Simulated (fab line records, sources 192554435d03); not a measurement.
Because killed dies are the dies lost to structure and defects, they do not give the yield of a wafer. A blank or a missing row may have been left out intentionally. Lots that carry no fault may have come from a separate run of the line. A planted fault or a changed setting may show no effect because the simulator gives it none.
A lot that was struck, set against a sound lot :: flow n5_finfet :: 16 steps out of a route of 1938
Sound: these wafers, L784.1, L784.3, L784.6. Wafers struck: L799.2, L799.5. The cause comes at the end.
At each step with rows: each side's tool, then ch and its chambers, then its first start. Under that, the readings that differ: sound wafers :: struck wafers :: difference of the means :: sigmas: that difference in standard deviations of wafers without a fault.
alike: same words and numbers on both sides, and readings whose means sit less than 2 such deviations apart. not compared: any withheld reading, any reading some wafer has no value for, any bound like >300 that may hide the same value, and any number with overlapping values for which the record gives no deviation.
A row with sigmas, a row that says differs or no value, or rows on one side alone: a step with any of these is where the two part. Numbers that don't overlap but have no deviation are shown without sigmas and don't part them. Lack of a reading on every wafer of one side parts them only where that side has two or more wafers.

first, 4 steps without rows for these wafers: N5_BEOL_M4_SOFTBAKE_23 (time 60 s); N5_BEOL_M4_EXPOSE_25 (exposes mask V3, defocus 5 nm); N5_BEOL_M4_PEB_26 (peb time 60 s); N5_BEOL_M4_DEVELOP_27 (develop time 30 s).
N5_BEOL_M4_CD_MEAS_28: target cd 26.2 nm, target cd y 24.1 nm.
  sound on cd_sem-01 ch 0, day 8 03:44; struck on cd_sem-03 ch 0, day 11 20:11
  alike: cd_nm
N5_BEOL_M4_OVL_MEAS_29:
  sound on overlay-01 ch 0, day 8 03:46; struck on overlay-02 ch 0, day 11 20:14
  alike: V3_OVL
N5_BEOL_M4_INSPECT_30: inspects for defects (brightfield).
  struck on defect_inspect-02, day 11 20:17; sound on defect_inspect-02, day 8 03:49
reading: raw_defect_count
sound: 530 606 515
struck: 285 376
difference: -220
sigmas: -2
N5_BEOL_M4_DESCUM_33: chemistry O2, time 7 s.
  sound on rie_diel-05 ch 2,3, day 8 04:40; struck on rie_diel-05 ch 1,2, day 11 20:19
reading: temp_c (C)
sound: 40.02 39.93 39.78
struck: 40.19 40.15
difference: +0.26
sigmas: +2
  alike: drypump_motor_current_A, oes_product_au, rf_fwd_power_W, rf_vpp_V, showerhead_plenum_p_Torr, throttle_valve_pct
  not compared: rf_hours_counter_h
N5_BEOL_M4_ETCH_77: etches underlayer in N2/H2, target depth 6.5 nm, time 5.2 s.
  sound on rie_diel-05 ch 2,3, day 8 04:43; struck on rie_diel-05 ch 1,2, day 11 20:21
  alike: drypump_motor_current_A, etch_rf_on_time_s, oes_product_au, rf_fwd_power_W, rf_vpp_V, showerhead_plenum_p_Torr, throttle_valve_pct
  not compared: rf_hours_counter_h
N5_BEOL_M4_ETCH_69: etches SiARC in CF4, target depth 15.6 nm, time 26 s.
  sound on rie_diel-05 ch 2,3, day 8 04:44; struck on rie_diel-05 ch 1,2, day 11 20:22
  alike: drypump_motor_current_A, etch_rf_on_time_s, oes_product_au, rf_fwd_power_W, rf_vpp_V, showerhead_plenum_p_Torr, throttle_valve_pct
  not compared: rf_hours_counter_h
N5_BEOL_M4_ALD_98: deposits SiO2, target thk 2.5 nm, pulse time 1 s, co reactant pulse time 1 s.
  sound on ald_sin-03 ch 1,3, day 8 04:59; struck on ald_sin-04 ch 2,3, day 11 20:27
  alike: heater_power_outer_w, heater_power_w, precursor_pulse_height_rel
N5_BEOL_M4_ETCHBACK_99: etches SiO2 in CHF3, target depth 5 nm, time 10.4 s.
  sound on rie_diel-05 ch 1,2, day 8 07:52; struck on rie_diel-05 ch 0,2, day 11 23:16
  alike: CHF3_flow_sccm, drypump_motor_current_A, oes_product_au, rf_fwd_power_W, rf_vpp_V, showerhead_plenum_p_Torr, throttle_valve_pct
  not compared: rf_hours_counter_h
N5_BEOL_M4_ETCH_70: etches SOC in N2/H2, target depth 80 nm, overetch 24 nm, time 130 s.
  sound on rie_diel-05 ch 1,2, day 8 07:54; struck on rie_diel-05 ch 0,2, day 11 23:18
reading: model.SiARC_of_BEOL_M4_COAT_68.thk_nm (nm)
sound: 5.6 5.8 5.6
struck: 7.8 7.4
difference: +1.9
sigmas: 
  alike: drypump_motor_current_A, oes_product_au, rf_fwd_power_W, rf_vpp_V, showerhead_plenum_p_Torr, temp_c, throttle_valve_pct
  not compared: rf_hours_counter_h
then, 1 step without rows for these wafers: N5_BEOL_M4_STRIP_71 (strips in N2/H2).
N5_BEOL_M4_RC_MEAS_101:
  sound on prober-02 ch 0, day 8 12:29; struck on prober-01 ch 0, day 12 04:05
  alike: DIBL_N, DIBL_P, IOFF_N, IOFF_P, ION_N, ION_P, SS_N, SS_P, VT_N, VT_P
-- a jump in the record: the struck wafers' starts before and after are 4 days apart (it breaks off in module BEOL_M4 and resumes in module PASSIVATION, where the first step shown is number 1936 of the route) --
N5_PASSIVATION_PROBE_49:
  struck on prober-01, day 16 11:36; sound on prober-02, day 13 00:14
  alike: defect_limited_yield, killed_at_M0_to_M3, killed_at_M4_up, killed_at_contacts, killed_at_front_end, killed_at_other, killed_dies, killed_open, killed_short, sort_bin_4_leakage, sort_bin_5_function, sort_bin_6_memory, sort_n_pass, sort_yield_pct

WHERE THEY PART
At N5_BEOL_M4_INSPECT_30 first; at N5_BEOL_M4_DESCUM_33 last (within this record only). Later steps at which nothing parts them and some readings are alike: N5_BEOL_M4_ETCH_77, N5_BEOL_M4_ETCH_69, N5_BEOL_M4_ALD_98, N5_BEOL_M4_ETCHBACK_99, N5_BEOL_M4_ETCH_70, N5_BEOL_M4_RC_MEAS_101, N5_PASSIVATION_PROBE_49.

WHY: what had been put in by the simulator
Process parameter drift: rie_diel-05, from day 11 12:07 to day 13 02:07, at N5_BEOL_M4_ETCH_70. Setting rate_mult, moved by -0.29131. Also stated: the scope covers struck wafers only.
